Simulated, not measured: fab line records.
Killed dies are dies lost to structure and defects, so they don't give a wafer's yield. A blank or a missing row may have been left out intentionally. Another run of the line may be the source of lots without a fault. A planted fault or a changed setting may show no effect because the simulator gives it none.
The tool behind it: which one? -- flow n5 finfet -- 51 wafers sampled from 17 lots at 1 step of a route of 1938

WHAT THE GAUGES SHOWED, per wafer
N5_FIN_SAQP_THK_MEAS_07. Usual: thk nm at 60.0 nm, with a standard deviation of 0.86.
lot,measured,on,thk nm (nm),flag
L074,day 1 21:40,film metro-02,61.0 59.9 61.2,
L076,day 2 09:25,film metro-01,58.5 58.8 60.2,
L078,day 2 21:23,film metro-02,60.3 60.6 61.6,
L080,day 3 09:25,film metro-01,60.3 59.1 60.1,
L081,day 3 15:40,film metro-02,58.8 59.3 60.1,
L082,day 3 21:40,film metro-02,58.9 59.1 60.6,
L083,day 4 02:46,film metro-01,59.2 59.6 60.6,
L084,day 4 08:53,film metro-01,59.1 61.0 59.9,
L087,day 5 06:30,film metro-02,58.8 59.3 58.2,
L088,day 5 08:47,film metro-01,60.5 60.6 59.9,
L089,day 5 15:07,film metro-01,59.7 59.7 60.7,
L090,day 5 22:06,film metro-02,60.2 59.7 60.6,
L092,day 6 09:04,film metro-02,59.6 60.6 60.0,
L093,day 6 15:49,film metro-01,59.7 59.1 59.7,
L094,day 6 20:56,film metro-02,59.2 59.6 60.5,
L095,day 7 03:05,film metro-02,58.9 58.7 60.2,
L096,day 7 08:54,film metro-02,60.2 61.1 60.7,

TOOL THAT RAN EACH LOT (tool first, then ch and the chambers of the sampled wafers, then the start)
The record holds no process step before these readings.

AS READ BY THE TOOLS THEMSELVES (means over the sampled wafers that have a number; for cases with no such wafer, the mark the record gives instead)
The record holds no such reading with a usual standard deviation.

THE ANSWER, worked out from the rows above alone
Rule: a lot counts as off when the mean over its wafers that have a number is more than 3 standard deviations away from the usual mean. Also off: a lot with no number at a reading for which 4 or more lots have one. Any other lot the step has rows for is counted as sound. The gauges are gone through in route order, then the tools' own readings, and for those a lot's mean is taken as printed above. At the first step where some lot is off, the reading lying furthest off is the one used; lots without a number count as furthest.
None of the lots is off at any reading shown; this tells nothing.

WHAT WAS PUT IN BY THE SIMULATOR
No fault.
